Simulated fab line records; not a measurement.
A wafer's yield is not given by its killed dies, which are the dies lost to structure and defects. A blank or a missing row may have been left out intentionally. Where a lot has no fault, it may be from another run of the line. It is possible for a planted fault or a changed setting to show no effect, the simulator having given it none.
Which tool did it? | flow nand harc | 24 lots, 72 wafers sampled, at 5 steps of a route of 1302

== WHAT EACH GAUGE READ, for each wafer ==
NHARC_P_START_INSPECT_01. Usual: 3.4 for raw defect count, sd 1.7.
lot  | measured     | on                | raw defect count | flag
L074 | day 1 20:02  | defect inspect-01 | 3 3 5            |
L075 | day 2 06:02  | defect inspect-02 | 4 4 2            |
L076 | day 2 16:02  | defect inspect-02 | 5 2 4            |
L077 | day 3 02:02  | defect inspect-02 | 3 3 6            |
L078 | day 3 12:03  | defect inspect-02 | 5 1 1            |
L079 | day 3 22:02  | defect inspect-01 | 6 6 6            |
L080 | day 4 08:02  | defect inspect-02 | 1 2 3            |
L081 | day 4 18:02  | defect inspect-02 | 3 5 4            |
L082 | day 5 04:02  | defect inspect-01 | 3 1 3            |
L083 | day 5 14:02  | defect inspect-01 | 2 3 5            |
L084 | day 6 00:02  | defect inspect-02 | 4 6 2            |
L085 | day 6 10:02  | defect inspect-02 | 2 4 5            |
L086 | day 6 20:02  | defect inspect-01 | 3 5 5            |
L087 | day 7 06:02  | defect inspect-01 | 7 2 2            |
L088 | day 7 16:02  | defect inspect-01 | 6 5 5            |
L089 | day 8 02:02  | defect inspect-02 | 3 3 2            |
L090 | day 8 12:02  | defect inspect-01 | 6 3 4            |
L091 | day 8 22:02  | defect inspect-02 | 1 1 6            |
L092 | day 9 08:02  | defect inspect-01 | 5 5 2            |
L093 | day 9 18:02  | defect inspect-02 | 4 2 5            |
L094 | day 10 04:02 | defect inspect-01 | 3 0 5            |
L095 | day 10 14:02 | defect inspect-02 | 5 6 8            |
L096 | day 11 00:02 | defect inspect-02 | 0 3 4            |
L097 | day 11 10:02 | defect inspect-01 | 3 2 2            |

NHARC_P_M0_INSPECT_11. Usual: 5 for raw defect count, sd 3.2.
lot  | measured     | on                | raw defect count | flag
L074 | day 6 11:43  | defect inspect-02 | 3 8 8            |
L075 | day 6 12:36  | defect inspect-02 | 1 4 2            |
L076 | day 7 06:56  | defect inspect-02 | 5 6 6            |
L077 | day 7 20:25  | defect inspect-02 | 8 1 5            |
L078 | day 7 20:15  | defect inspect-01 | 5 2 5            |
L079 | day 8 09:06  | defect inspect-01 | 12 7 9           |
L080 | day 9 00:29  | defect inspect-02 | 3 4 3            |
L081 | day 8 22:06  | defect inspect-01 | 5 16 4           |
L082 | day 9 13:52  | defect inspect-01 | 8 8 7            |
L083 | day 9 20:06  | defect inspect-01 | 3 5 4            |
L084 | day 10 14:34 | defect inspect-01 | 6 7 6            |
L085 | day 10 21:07 | defect inspect-01 | 1 1 4            |
L086 | day 10 21:31 | defect inspect-01 | 3 1 4            |
L087 | day 11 23:36 | defect inspect-01 | 9 4 4            |
L088 | day 12 00:38 | defect inspect-01 | 4 5 4            |
L089 | day 12 04:47 | defect inspect-01 | 15 10 7          |
L090 | day 12 20:51 | defect inspect-02 | 2 5 1            |
L091 | day 13 06:45 | defect inspect-01 | 1 2 3            |
L092 | day 14 03:40 | defect inspect-02 | 0 5 4            |
L093 | day 14 07:57 | defect inspect-01 | 1 1 2            |
L094 | day 14 11:25 | defect inspect-02 | 6 5 4            |
L095 | day 15 02:38 | defect inspect-01 | 4 13 2           |
L096 | day 15 06:58 | defect inspect-01 | 3 1 10           |
L097 | day 15 11:29 | defect inspect-02 | 7 6 1            |

== TOOL THAT RAN EACH LOT (tool first, then ch and the chambers of the sampled wafers, then the start) ==
lot  | NHARC_P_GATE_DEP_103            | NHARC_P_GATE_DEGAS_109       | NHARC_P_CONTACT_STRIP_28
L074 | pecvd-01 ch 0,2, day 5 10:41    | pvd sputter-03, day 6 04:51  | rie diel-08 ch 1,2,3, day 6 08:36
L075 | pecvd-01 ch 0,1,2, day 5 11:17  | pvd sputter-03, day 6 05:43  | rie diel-07 ch 1,2,3, day 6 09:26
L076 | pecvd-04 ch 0,1,2, day 6 06:01  | pvd sputter-01, day 7 00:11  | rie diel-11 ch 0,1,3, day 7 03:47
L077 | pecvd-02 ch 0,1,2, day 6 17:33  | pvd sputter-01, day 7 13:30  | rie diel-11 ch 0,1,3, day 7 17:14
L078 | pecvd-04 ch 1,2, day 6 16:56    | pvd sputter-03, day 7 13:21  | rie diel-08 ch 1,2,3, day 7 17:05
L079 | pecvd-01 ch 1,2, day 7 07:32    | pvd sputter-02, day 8 02:05  | rie diel-07 ch 0,1,3, day 8 05:58
L080 | pecvd-01 ch 0,2, day 7 21:18    | pvd sputter-02, day 8 17:46  | rie diel-07 ch 0,1,2, day 8 21:28
L081 | pecvd-01 ch 1,2, day 7 20:40    | pvd sputter-01, day 8 14:56  | rie diel-11 ch 0,1,3, day 8 18:39
L082 | pecvd-01 ch 0,1, day 8 13:08    | pvd sputter-03, day 9 07:01  | rie diel-11 ch 0,1,2, day 9 10:44
L083 | pecvd-02 ch 0,2, day 8 18:49    | pvd sputter-01, day 9 13:13  | rie diel-07 ch 2,3, day 9 16:56
L084 | pecvd-04 ch 0,2, day 9 13:10    | pvd sputter-02, day 10 07:32 | rie diel-07 ch 0,3, day 10 11:17
L085 | pecvd-01 ch 0,1,2, day 9 19:41  | pvd sputter-03, day 10 14:13 | rie diel-11 ch 0,1,2, day 10 17:54
L086 | pecvd-02 ch 0,1,2, day 9 19:38  | pvd sputter-03, day 10 14:37 | rie diel-07 ch 1,2,3, day 10 18:22
L087 | pecvd-04 ch 0,2, day 10 22:58   | pvd sputter-01, day 11 16:52 | rie diel-08 ch 0,2,3, day 11 20:28
L088 | pecvd-01 ch 0,1, day 10 23:34   | pvd sputter-01, day 11 17:56 | rie diel-08 ch 0,2,3, day 11 21:29
L089 | pecvd-01 ch 1,2, day 11 01:41   | pvd sputter-02, day 11 22:02 | rie diel-08 ch 0,2,3, day 12 01:37
L090 | pecvd-04 ch 0,1, day 11 17:47   | pvd sputter-03, day 12 14:04 | rie diel-08 ch 0,2,3, day 12 17:49
L091 | pecvd-02 ch 1,2, day 12 05:54   | pvd sputter-01, day 13 00:07 | rie diel-08 ch 0,1, day 13 03:43
L092 | pecvd-04 ch 0,1, day 13 00:26   | pvd sputter-03, day 13 20:39 | rie diel-08 ch 0,1,2, day 14 00:31
L093 | pecvd-01 ch 0,2, day 13 06:22   | pvd sputter-02, day 14 00:54 | rie diel-07 ch 0,1,2, day 14 04:40
L094 | pecvd-04 ch 1,2, day 13 10:13   | pvd sputter-02, day 14 04:30 | rie diel-08 ch 0,1,2, day 14 08:15
L095 | pecvd-02 ch 0,1,2, day 14 01:41 | pvd sputter-03, day 14 19:35 | rie diel-08 ch 1,2, day 14 23:19
L096 | pecvd-02 ch 0,1,2, day 14 06:01 | pvd sputter-02, day 14 23:56 | rie diel-07 ch 0,1,2, day 15 03:48
L097 | pecvd-02 ch 0,1,2, day 14 10:25 | pvd sputter-03, day 15 04:31 | rie diel-08 ch 2,3, day 15 08:20
- NHARC_P_GATE_DEP_103: deposits SiON, target thk 30 nm.
- NHARC_P_GATE_DEGAS_109: time 60 s.
- NHARC_P_CONTACT_STRIP_28: strips in O2.

== WHAT THE TOOLS THEMSELVES READ (means of the sampled wafers that have a number; where no wafer has one, the mark that the record gives instead) ==
NHARC_P_GATE_DEP_103. Usual: 730 W for heater power w, sd 120.
lot  | tool     | heater power w (W) | flag
L074 | pecvd-01 | 650                |
L075 | pecvd-01 | 634                |
L076 | pecvd-04 | 767                |
L077 | pecvd-02 | 805                |
L078 | pecvd-04 | 863                |
L079 | pecvd-01 | 642                |
L080 | pecvd-01 | 633                |
L081 | pecvd-01 | 659                |
L082 | pecvd-01 | 806                |
L083 | pecvd-02 | 802                |
L084 | pecvd-04 | 712                |
L085 | pecvd-01 | 715                |
L086 | pecvd-02 | 746                |
L087 | pecvd-04 | 627                |
L088 | pecvd-01 | 794                |
L089 | pecvd-01 | 654                |
L090 | pecvd-04 | 912                |
L091 | pecvd-02 | 738                |
L092 | pecvd-04 | 902                |
L093 | pecvd-01 | 634                |
L094 | pecvd-04 | 752                |
L095 | pecvd-02 | 698                |
L096 | pecvd-02 | 812                |
L097 | pecvd-02 | 761                |

NHARC_P_GATE_DEGAS_109. Usual: 450 W for heater power w, sd 38.
lot  | tool           | heater power w (W) | flag
L074 | pvd sputter-03 | 490                |
L075 | pvd sputter-03 | 456                |
L076 | pvd sputter-01 | 438                |
L077 | pvd sputter-01 | 472                |
L078 | pvd sputter-03 | 455                |
L079 | pvd sputter-02 | 447                |
L080 | pvd sputter-02 | 465                |
L081 | pvd sputter-01 | 474                |
L082 | pvd sputter-03 | 435                |
L083 | pvd sputter-01 | 468                |
L084 | pvd sputter-02 | 475                |
L085 | pvd sputter-03 | 413                |
L086 | pvd sputter-03 | 411                |
L087 | pvd sputter-01 | 471                |
L088 | pvd sputter-01 | 469                |
L089 | pvd sputter-02 | 467                |
L090 | pvd sputter-03 | 437                |
L091 | pvd sputter-01 | 431                |
L092 | pvd sputter-03 | 434                |
L093 | pvd sputter-02 | 442                |
L094 | pvd sputter-02 | 446                |
L095 | pvd sputter-03 | 432                |
L096 | pvd sputter-02 | 451                |
L097 | pvd sputter-03 | 446                |

NHARC_P_CONTACT_STRIP_28. Usual: drypump motor current A 5.80 A, standard deviation 0.29; oes product au 1.000 a.u., standard deviation 0.017; rf vpp V 57.8 V, standard deviation 0.91; showerhead plenum p Torr 3.56 Torr, standard deviation 0.15; throttle valve pct 17.036 %, standard deviation 0.01.
lot  | tool        | drypump motor current A (A) | oes product au (a.u.) | rf vpp V (V) | showerhead plenum p Torr (Torr) | throttle valve pct (%) | flag
L074 | rie diel-08 | 5.70                        | 0.997                 | 57.8         | 3.55                            | 17.036                 |
L075 | rie diel-07 | 5.84                        | 0.998                 | 57.7         | 3.53                            | 17.040                 |
L076 | rie diel-11 | 5.91                        | 0.996                 | 58.7         | 3.68                            | 17.036                 |
L077 | rie diel-11 | 5.89                        | 1.006                 | 58.8         | 3.68                            | 17.046                 |
L078 | rie diel-08 | 5.73                        | 0.998                 | 57.8         | 3.54                            | 17.036                 |
L079 | rie diel-07 | 6.02                        | 1.009                 | 58.1         | 3.62                            | 17.048                 |
L080 | rie diel-07 | 6.00                        | 1.006                 | 58.3         | 3.50                            | 17.041                 |
L081 | rie diel-11 | 5.90                        | 0.998                 | 57.6         | 3.68                            | 17.031                 |
L082 | rie diel-11 | 5.74                        | 0.993                 | 57.1         | 3.53                            | 17.029                 |
L083 | rie diel-07 | 5.74                        | 0.998                 | 57.1         | 3.53                            | 17.042                 |
L084 | rie diel-07 | 5.99                        | 1.019                 | 58.9         | 3.74                            | 17.033                 |
L085 | rie diel-11 | 5.76                        | 0.997                 | 57.8         | 3.53                            | 17.029                 |
L086 | rie diel-07 | 5.83                        | 1.001                 | 58.3         | 3.53                            | 17.031                 |
L087 | rie diel-08 | 5.79                        | 1.000                 | 57.9         | 3.59                            | 17.029                 |
L088 | rie diel-08 | 5.78                        | 0.997                 | 58.0         | 3.58                            | 17.031                 |
L089 | rie diel-08 | 5.78                        | 0.992                 | 57.9         | 3.59                            | 17.036                 |
L090 | rie diel-08 | 5.79                        | 1.008                 | 57.7         | 3.58                            | 17.039                 |
L091 | rie diel-08 | 5.47                        | 1.002                 | 57.7         | 3.48                            | 17.032                 |
L092 | rie diel-08 | 5.61                        | 0.987                 | 57.6         | 3.48                            | 17.044                 |
L093 | rie diel-07 | 5.99                        | 1.008                 | 57.3         | 3.49                            | 17.038                 |
L094 | rie diel-08 | 5.62                        | 0.992                 | 57.4         | 3.48                            | 17.047                 |
L095 | rie diel-08 | 5.55                        | 0.981                 | 57.3         | 3.43                            | 17.041                 |
L096 | rie diel-07 | 6.01                        | 1.001                 | 58.1         | 3.49                            | 17.031                 |
L097 | rie diel-08 | 5.89                        | 1.018                 | 58.4         | 3.64                            | 17.034                 |

== THE ANSWER, worked out from the rows above alone ==
Rule: take the mean of a lot's wafers that have a number; if it is more than 3 standard deviations from the usual mean, the lot is off. A lot without any number at a reading at which 4 lots or more have one is off too. All remaining lots with rows at the step are treated as sound. First the gauges in route order, then the tools' own readings, where a lot's mean is used as printed above. At the first step where some lot is off, the reading lying furthest off is the one used; lots without a number count as furthest.
None of the lots is off at any reading shown; this tells nothing.

== WHAT THE SIMULATOR PUT IN ==
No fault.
